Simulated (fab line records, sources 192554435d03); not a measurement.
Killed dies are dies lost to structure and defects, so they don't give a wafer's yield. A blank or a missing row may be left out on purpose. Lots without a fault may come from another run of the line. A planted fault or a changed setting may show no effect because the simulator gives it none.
fab line records | flow n5_finfet
record lots=5 wafers=15 last_day=14
route steps=1938 shown FIN_CUT@172 STI_FIN_REVEAL@183 DUMMY_GATE@212 PASSIVATION@1936
lots that met no fault: from a run of the same line without faults
start_h: hours from the record's first day to the start of the lot's first wafer shown | wait_h: hours since the lot's step before | " the same as in the row above | L1.1+2: a row that stands for several wafers | - no value, or no start given | * or withheld: withheld | < > ~ a bound
route shown NAME@n: a module of which the file shows steps, and the number in the route of the first | usual: mean/standard deviation of fault-free wafers | same: alike in all rows | chamber/n: place in a boat | sites: the reading at each site | _std_site: their standard deviation | _edge_site: outer sites' mean less inner sites' | radius_mm: how far each site lies from the wafer's centre | mask NAME#n: copy n | behind: the tool/chamber that last shaped the wafer | hold: why the lot was held/for how many hours/how that ended | device: the transistor (n, p or np) that didn't switch | end of line: the same wafers' tests at the end of the route | a step without rows: its recipe alone | killed: dies lost to structure and defects at the first sort, not the wafer's yield | map: a wafer's dies, x killed, . not, _ none there
set.NAME: the setting as run; set.NAME@STEP: as run at that earlier step | model.NAME: the simulator's own value behind a step, which no gauge read
lots at some steps of the route; a table a step, a row a wafer
## steps
# step N5_FIN_CUT_STRIP_24
# recipe chemistry=CF4 resist=SiARC power_w=300 bias_power_w=75 pressure_mtorr=50 cf4_flow_sccm=150 rf_frequency_hz=6e+07
# step N5_FIN_CUT_CUT_ETCH_26
# recipe chemistry=CH3F/O2 target=SiNx target_depth_a=390 mask_material=SOC time_s=55.7 pressure_mtorr=30 source_w=395 bias_w=73 Ar_flow_sccm=150 CH3F_flow_sccm=30 O2_flow_sccm=20 ion_energy_ev=120
# step N5_FIN_CUT_CUT_ETCH_27
# recipe chemistry=CHF3/O2 target=SiO2 target_depth_a=40 mask_material=SOC overetch_a=20 time_s=4.9 pressure_mtorr=30 source_w=650 bias_w=170 Ar_flow_sccm=200 CHF3_flow_sccm=50 O2_flow_sccm=5 ion_energy_ev=200
# step N5_FIN_CUT_PRECLEAN_35
# recipe time_s=13.3 temp_c=45 pressure_torr=125 p_hf_torr=3 p_coreactant_torr=25 chemistry=vHF
# step N5_FIN_CUT_CUT_ETCH_15
# recipe chemistry=HBr/Cl2/O2 target=Si target_depth_a=1000 bt_time_s=10 mask_material=SOC time_s=42.4 ion_energy_ev=* bias_w=* pressure_mtorr=10 icp_w=800 HBr_flow_sccm=150 Cl2_flow_sccm=80 O2_flow_sccm=12
# step N5_FIN_CUT_CUT_ETCH_28
# recipe chemistry=HBr/Cl2/O2 target=Si target_depth_a=60 mask_material=SOC time_s=2.4 ion_energy_ev=* bias_w=* pressure_mtorr=10 icp_w=800 HBr_flow_sccm=150 Cl2_flow_sccm=80 O2_flow_sccm=12
# step N5_FIN_CUT_STRIP_22
# recipe chemistry=N2/H2 power_w=500 temp_c=40 pressure_mtorr=50 rf_frequency_hz=6e+07 overash_fraction=0.3 bias_power_w=8 h2_frac=0.5 n2_flow_sccm=300 h2_flow_sccm=300
# step N5_FIN_CUT_PRECLEAN_36
# recipe chemistry=O3/DIW time_s=60 temp_c=22 o3_ppm=10
# step N5_FIN_CUT_SRD_32
# recipe dry=ipa_marangoni time_s=30 temp_c=23 rinse_liquid=diw
# step N5_FIN_CUT_UV_OZONE_34
# recipe time_s=120 pressure_torr=760 temp_c=25
# step N5_STI_FIN_REVEAL_ALD_00
# recipe material=SiO2 target_thk_a=10 temp_c=300 ald_precursor_family=BDEAS ald_co_reactant=O2-plasma pulse_time_s=1 pressure_torr=2
# step N5_STI_FIN_REVEAL_ALD_14
# recipe material=Si3N4 target_thk_a=30 temp_c=400 ald_precursor_family=SiH2I2 ald_co_reactant=N2/H2-plasma pressure_torr=2
# usual heater_power_outer_w=537/46 heater_power_w=880/81
# columns lot.wafer tool chamber start_h wait_h heater_power_outer_w heater_power_w
L141.2 ald_sin-01 3 30.64 0.0 511 851
L141.4 " 0 " " 513 910
L141.5 " 0 " " 500 891
L146.2 ald_sin-04 0 58.21 0.0 663 1069
L146.3 " 3 " " 489 745
L146.6 " 0 " " 661 1054
L148.1 ald_sin-04 3 72.10 0.0 485 762
L148.4 " 2 " " 540 881
L148.5 " 0 " " 658 1071
L147.1 ald_sin-04 0 72.37 0.0 664 1050
L147.2 " 3 " " 498 763
L147.6 " 3 " " 496 744
L150.1 ald_sin-04 2 85.62 0.0 552 872
L150.4 " 0 " " 658 1054
L150.6 " 2 " " 549 856
# step N5_STI_FIN_REVEAL_FCVD_FILL_01
# recipe material=SiO2_flowable target_thk_a=3120 temp_c=100 pressure_torr=0.8 rf_w=2000 time_s=512.2
# step N5_STI_FIN_REVEAL_DENSIFY_02
# recipe temp_c=650 ambient=steam time_s=1800 idle_temp_c=400 densification_p_h2o_torr=640
# step N5_STI_FIN_REVEAL_CMP_04
# recipe stop_on=Si3N4 t_overpolish_s=4 down_force_psi=2 platen_rpm=54.18 post_cmp_clean=alkaline_brush pad_velocity_m_s=1.078 target_thk_nm=131.83
# step N5_STI_FIN_REVEAL_DENSIFY_30
# recipe temp_c=* time_s=* ambient=N2 idle_temp_c=600 ramp_up_c_per_s=150 ramp_down_c_per_s=60 cool_to_c=600
# step N5_STI_FIN_REVEAL_ETCHBACK_08
# recipe chemistry=C4F6/O2 target=SiO2 target_depth_a=305 time_s=10.167 ion_energy_ev=250 pressure_mtorr=30 source_w=345 bias_w=185 Ar_flow_sccm=300 C4F6_flow_sccm=10 O2_flow_sccm=10
# step N5_STI_FIN_REVEAL_STRIP_24
# recipe chemistry=N2/H2 time_s=90 power_w=100 temp_c=40 pressure_mtorr=100 rf_frequency_hz=6e+07 bias_power_w=3 n2_flow_sccm=300 h2_flow_sccm=300
# step N5_STI_FIN_REVEAL_PRECLEAN_25
# recipe chemistry=SPM time_s=90 temp_c=120 mix=4:1
# step N5_STI_FIN_REVEAL_PRECLEAN_26
# recipe chemistry=SC1 time_s=45 temp_c=46 mix=1:2:100
# step N5_STI_FIN_REVEAL_PRECLEAN_29
# recipe chemistry=DHF time_s=30 temp_c=25 dilution=300:1
# step N5_STI_FIN_REVEAL_SRD_12
# recipe time_s=30 temp_c=23 rinse_liquid=diw dry=ipa_marangoni
# step N5_STI_FIN_REVEAL_RECESS_09
# recipe chemistry=HF/NH3 target=SiO2 afs_cycles=11 target_depth_a=425 temp_c=30 sublimation_temp_c=180 sublimation_time_s=60
# step N5_STI_FIN_REVEAL_STRIP_16
# recipe chemistry=H3PO4 material=SiNx temp_c=165 target_depth_a=238 overetch_fraction=0.4964 dry=ipa_marangoni
# step N5_STI_FIN_REVEAL_PRECLEAN_17
# recipe chemistry=NF3:NH3 afs_cycles=1 temp_c=30 time_s=20 sublimation_temp_c=180 sublimation_time_s=60 pressure_torr=3 rf_power_w=30
# step N5_STI_FIN_REVEAL_ETCH_34
# recipe chemistry=H2 mode=isotropic material=Si target=Si target_depth_a=9.7 temp_c=20 pressure_mtorr=4.5 icp_w=300 bias_w=0 h2_flow_sccm=7.5 he_flow_sccm=142.5
# step N5_STI_FIN_REVEAL_OXIDATION_31
# recipe chemistry=O2_PLASMA_REMOTE temp_c=150 time_s=20 pressure_mtorr=1000 source_power_w=2000 o2_flow_sccm=3000
# step N5_STI_FIN_REVEAL_PRECLEAN_32
# recipe chemistry=NF3:NH3 afs_cycles=1 temp_c=30 time_s=20 sublimation_temp_c=180 sublimation_time_s=60 pressure_torr=3 rf_power_w=30
# step N5_STI_FIN_REVEAL_STRIP_35
# recipe chemistry=H3PO4 material=Si3N4 temp_c=165 target_depth_a=40 time_s=39
# step N5_STI_FIN_REVEAL_SRD_21
# recipe dry=ipa_marangoni time_s=30 temp_c=23 rinse_liquid=diw
# step N5_STI_FIN_REVEAL_OXIDATION_33
# recipe chemistry=O2_PLASMA_REMOTE temp_c=150 time_s=20 pressure_mtorr=1000 source_power_w=2000 o2_flow_sccm=3000
# step N5_STI_FIN_REVEAL_CLEAN_19
# recipe chemistry=O3/DIW temp_c=25 time_s=120 o3_ppm=10
# step N5_STI_FIN_REVEAL_SRD_23
# recipe dry=ipa_marangoni time_s=30 temp_c=23 rinse_liquid=diw
# step N5_STI_FIN_REVEAL_PRECLEAN_18
# recipe chemistry=SC2 time_s=45 temp_c=35 mix=1:1:50
# step N5_STI_FIN_REVEAL_SRD_28
# recipe dry=ipa_marangoni time_s=30 temp_c=23 rinse_liquid=diw
# step N5_DUMMY_GATE_PRECLEAN_00
# recipe chemistry=O3/DIW time_s=60 temp_c=22 o3_ppm=10
# step N5_DUMMY_GATE_SRD_01
# recipe time_s=30 temp_c=23 rinse_liquid=diw dry=ipa_marangoni
# step N5_PASSIVATION_PROBE_49
# usual defect_limited_yield=91.3/1.5 killed_at_M0_to_M3=35/8.7 killed_at_M4_up=14/5.5 killed_at_contacts=11/5.6 killed_at_front_end=39/13 killed_at_other=3.7/2.2 killed_dies=103/18 killed_open=69/14 killed_short=33/7.8 sort_bin_5_function=5.1/0.99 sort_bin_6_memory=3.3/0.67 sort_n_pass=1077/18 sort_yield_pct=91.2/1.5
# same gross_dies=1180 killed_at_back_side=0 sort_bin_4_leakage[%]=0 sort_bin_8_speed[%]=0
# columns lot.wafer tool chamber start_h wait_h defect_limited_yield[%] killed_at_M0_to_M3 killed_at_M4_up killed_at_contacts killed_at_front_end killed_at_other killed_dies killed_open killed_short sort_bin_5_function[%] sort_bin_6_memory[%] sort_n_pass sort_yield_pct[%]
L148.1 prober-01 - 302.80 0.0 86.4 22 20 5 110 4 161 52 27 7.5 3.3 1019 86.4
L148.4 prober-01 - 302.95 0.2 88.6 16 11 15 90 2 134 50 23 6.4 2.5 1046 88.6
L148.5 prober-01 - 303.00 0.2 80.8 28 12 11 170 6 227 51 37 12.2 3.6 953 80.8
L146.2 prober-02 - 305.99 0.1 91.2 41 21 4 35 3 104 68 36 4.7 3.6 1076 91.2
L146.3 prober-02 - 306.04 0.1 95.2 33 5 4 14 1 57 38 19 3.0 1.6 1123 95.2
L146.6 prober-02 - 306.19 0.3 92.7 38 10 8 22 8 86 60 26 3.9 3.2 1094 92.7
L147.1 prober-02 - 313.85 0.0 79.2 49 8 4 178 6 245 78 38 12.6 4.2 935 79.2
L147.2 prober-02 - 313.90 0.1 87.5 30 13 3 93 9 148 39 28 7.4 3.3 1032 87.5
L147.6 prober-02 - 314.10 0.3 85.1 33 7 9 125 2 176 55 38 9.2 3.2 1004 85.1
L150.1 prober-01 - 325.63 0.0 87.8 18 7 3 111 5 144 41 32 7.0 3.0 1036 87.8
L150.4 prober-01 - 325.78 0.2 81.1 24 16 6 176 1 223 50 35 11.5 4.1 957 81.1
L150.6 prober-01 - 325.88 0.3 88.0 14 9 6 109 4 142 46 29 6.9 3.0 1038 88.0
# killed by level:class
L148.1 STI_FIN_REVEAL:unspecified=79 DUMMY_GATE:geometric_particle:open=7 BEOL_M4:geometric_particle:open=7 BEOL_M0_SAQP:geometric_particle:short=6 BEOL_M0_SAQP:geometric_particle:open=6 GATE_CUT:geometric_particle:short=5 GATE_CUT:geometric_particle:open=4 MOL_CONTACT_COAG:geometric_particle:open=4
L148.4 STI_FIN_REVEAL:unspecified=61 MOL_CONTACT_COAG:geometric_particle:open=12 FIN_SAQP:geometric_particle:open=7 BEOL_M0_SAQP:geometric_particle:open=7 BEOL_M4:geometric_particle:open=6 FIN_SAQP:geometric_particle:short=5 BEOL_M3:geometric_particle:open=4 STI_FIN_REVEAL:geometric_particle:open=3
L148.5 STI_FIN_REVEAL:unspecified=138 MOL_CONTACT_COAG:geometric_particle:open=8 FIN_SAQP:geometric_particle:open=7 BEOL_M2:geometric_particle:short=6 FIN_SAQP:geometric_particle:short=5 BEOL_M2:geometric_particle:open=5 BEOL_M3:geometric_particle:short=5 BEOL_M3:geometric_particle:open=5
L146.2 STI_FIN_REVEAL:geometric_particle:open=12 BEOL_M4:geometric_particle:open=12 BEOL_M0_SAQP:geometric_particle:short=10 BEOL_M3:geometric_particle:open=10 BEOL_M0_SAQP:geometric_particle:open=7 BEOL_M2:geometric_particle:open=6 STARTING-WAFER:geometric_particle:short=4 STI_FIN_REVEAL:geometric_particle:short=3
L146.3 BEOL_M2:geometric_particle:open=9 BEOL_M0:geometric_particle:open=6 MOL_CONTACT_COAG:geometric_particle:open=4 BEOL_M2:geometric_particle:short=4 BEOL_M3:geometric_particle:open=4 STI_FIN_REVEAL:geometric_particle:open=3 ILD0:geometric_particle:short=3 BEOL_M0_SAQP:geometric_particle:short=3
L146.6 BEOL_M0_SAQP:geometric_particle:open=9 BEOL_M4:geometric_particle:open=7 BEOL_M3:geometric_particle:open=6 MOL_CONTACT_COAG:geometric_particle:open=5 BEOL_M0:geometric_particle:open=5 BEOL_M1:geometric_particle:open=5 FIN_SAQP:geometric_particle:open=4 BEOL_M2:geometric_particle:open=4
L147.1 STI_FIN_REVEAL:unspecified=129 FIN_SAQP:geometric_particle:short=14 BEOL_M0_SAQP:geometric_particle:open=12 BEOL_M1:geometric_particle:open=11 FIN_SAQP:geometric_particle:open=9 BEOL_M0_SAQP:geometric_particle:short=8 BEOL_M2:geometric_particle:open=8 STI_FIN_REVEAL:geometric_particle:open=6
L147.2 STI_FIN_REVEAL:unspecified=80 BEOL_M2:geometric_particle:open=8 BEOL_M3:geometric_particle:short=5 BEOL_M0_SAQP:geometric_particle:short=4 BEOL_M1:geometric_particle:open=4 BEOL_M1:geometric_particle:short=4 BEOL_M4:geometric_particle:open=4 MIM_BOT:geometric_particle:short=4
L147.6 STI_FIN_REVEAL:unspecified=83 FIN_SAQP:geometric_particle:open=9 GATE_CUT:geometric_particle:short=9 BEOL_M0_SAQP:geometric_particle:short=8 STI_FIN_REVEAL:geometric_particle:open=8 MOL_CONTACT_COAG:geometric_particle:open=8 FIN_SAQP:geometric_particle:short=7 BEOL_M0_SAQP:geometric_particle:open=7
L150.1 STI_FIN_REVEAL:unspecified=71 STI_FIN_REVEAL:geometric_particle:open=10 FIN_SAQP:geometric_particle:short=8 GATE_CUT:geometric_particle:short=5 BEOL_M0_SAQP:geometric_particle:short=5 BEOL_M4:geometric_particle:open=5 DUMMY_GATE:geometric_particle:open=4 BEOL_M1:geometric_particle:open=4
L150.4 STI_FIN_REVEAL:unspecified=138 BEOL_M4:geometric_particle:open=9 FIN_SAQP:geometric_particle:short=6 FIN_SAQP:geometric_particle:open=5 STI_FIN_REVEAL:geometric_particle:open=5 MOL_CONTACT_COAG:geometric_particle:open=5 BEOL_M1:geometric_particle:open=5 BEOL_M2:geometric_particle:open=5
L150.6 STI_FIN_REVEAL:unspecified=65 FIN_SAQP:geometric_particle:open=12 STI_FIN_REVEAL:geometric_particle:open=7 GATE_CUT:geometric_particle:short=7 MOL_CONTACT_COAG:geometric_particle:open=6 BEOL_M0_SAQP:geometric_particle:short=6 FIN_SAQP:geometric_particle:short=5 GATE_CUT:geometric_particle:open=4
# map L147.1 (x killed, . not)
_________________.xx....xx...________________
______________......x....x.....x_____________
___________........................__________
__________x..........x..x.x.x......._________
________.............................._______
_______.....x................x.........______
______.x.....................x.x........_____
_____.............x......x......x..x.x...____
____..x..........x..................x...x.___
___......x...........xx......xx.......x....__
___.x..x.xxx.......x...x.......x...........__
__.xx.......x........xx.....x..............._
__....xx..................x...x......x......_
_.x.................x.....xxxxxxx............
_................x.......x.xxxxx...x...x.x...
_.x..............x..xxx.xxxxxxxxx.x...x......
_.....x...........x..xxxxxxxxxxxxx.x.x..x...x
_....x.........x..x..x.xxxxxxxxxxxx..........
_...x.........x......xxxxxxxxxxxxxxx.....xx..
_................x.x.xxxxxxxxxxxxxxx...x...x.
_................x.xxx.xxxxxxxxxxxx.x...x....
__.....................xxxxxxxxxxxx........._
__.x...x......x........xxxxxxxxx.xxx........_
___........x...........xx.xxxxx.xx.......x.__
___.x.....x...............x...x...x..x.....__
____...x....x..........xxx....x....x......___
_____.....................x..x..........x____
______..........x......................._____
_______..x.....x.x.x.x.......x.........______
________..........x..................._______
__________....x....................._________
___________............x....x......__________
______________.................._____________
_________________..x.....x.x.________________
# map L148.5 (x killed, . not)
_________________............________________
______________...........x......_____________
___________....................x..x__________
__________.x....x.......x..........._________
________.............................._______
_______....x...........................______
______.x................x............x.._____
_____.x...x.......x......................____
____................x..............x.....x___
___...........x..x......x.x................__
___............x.x..........x..............__
__.........................x..x.x..........._
__...x.....................x................_
_.x.........xx...x.......x....x.x........x.x.
_x.x..................xx..xxxxxxxx...xxx.....
_....x.x...........x...xxxxxxxxxxxx..........
_.................x...xxxxxxxxxxx..x.........
_..x...x.............xxxxxxxxxxxxxxx.........
_....x.x.x.x..x......xxxxxxxxxxxxxxx.........
_...............x..xx.xxxxxxxxxxxx.xx........
_.....x...............xxxxxxxxxxxxxxx........
__.x........x.......xxxxxxxxxxxxxxx..x......_
__........x...........xxxxxxxxxxxxx........._
___.......x.....x......x..xxxxxxx..........__
___.x.............x......x.x.xxx...........__
____............x.........x.x.x...........___
_____..............x............xx.......____
______....................x........x...x_____
_______...........x..............x..x..______
________x.xx........x.......xx...x...._______
__________...x.......x.....x........_________
___________...........x..x........x__________
______________.....x............_____________
_________________...x........________________
## key
first_sign step=N5_PASSIVATION_PROBE_49 reading=killed_at_front_end direction=up sigmas=7 usual=39 struck=129
effect step=N5_PASSIVATION_PROBE_49 reading=killed_dies direction=up sigmas=4.2 usual=103 struck=178
more_kills_born_at N5_STI_FIN_REVEAL_ALD_14@ald_sin-04=844
met_at N5_STI_FIN_REVEAL_ALD_14
struck_wafers L147.1,L147.2,L147.6,L148.1,L148.4,L148.5,L150.1,L150.4,L150.6
onset_between 58.21 72.10
fault kind=chamber_particle_source tool=ald_sin-04 chamber=- onset_h=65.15 steps=N5_STI_FIN_REVEAL_ALD_14 rate_per_visit_cm2=1.412 end_h=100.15
